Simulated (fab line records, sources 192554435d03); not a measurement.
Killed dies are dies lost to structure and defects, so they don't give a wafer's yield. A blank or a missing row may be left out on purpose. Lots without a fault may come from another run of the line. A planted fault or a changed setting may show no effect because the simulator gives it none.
Chamber matching | flow n5_finfet | N5_FIN_SAQP_PECVD_48 on pecvd-01: 3 sister chambers
The step deposits SiNx from SiH4/NH3/N2, target thk 25 nm, time 22.1 s. 3 wafers are shown with their chamber, then 12 later ones without.

WAFERS WITH THEIR CHAMBER
wafer  | chamber | throttle_valve_pct (%)
L080.3 | 1       | 44.8
L083.1 | 2       | 42.5
L083.6 | 0       | 38.3

WAFERS WITHOUT THEIR CHAMBER
wafer  | throttle_valve_pct (%)
L085.1 | 42.4
L085.2 | 38.4
L085.3 | 45.0
L089.1 | 42.5
L089.2 | 45.0
L089.5 | 45.2
L090.3 | 42.4
L090.4 | 45.0
L090.5 | 42.9
L096.3 | 45.0
L096.4 | 42.5
L096.5 | 44.9

WHICH CHAMBER EACH WENT THROUGH
wafer  | from the rows above | in truth
L085.1 | 2                   | 2
L085.2 | 0                   | 0
L085.3 | 1                   | 1
L089.1 | 2                   | 2
L089.2 | 1                   | 1
L089.5 | 1                   | 1
L090.3 | 2                   | 2
L090.4 | 1                   | 1
L090.5 | 2                   | 2
L096.3 | 1                   | 1
L096.4 | 2                   | 2
L096.5 | 1                   | 1
Placed correctly: 12 of 12. Can't be placed from these rows: 0. Placed wrongly: 0.
How it was worked out, from the rows above alone: a wafer's distance from a chamber is the root of the sum, over the readings, of the square of ((its reading less the chamber's mean) divided by the reading's scatter). The wafer belongs to the nearest chamber; if the next one is less than 2 further off, it can't be placed. A chamber's mean is the mean of its shown wafers. The scatter: with one shown wafer a chamber, the root of the mean of the squares of how far each hidden wafer lies from its nearest shown one.
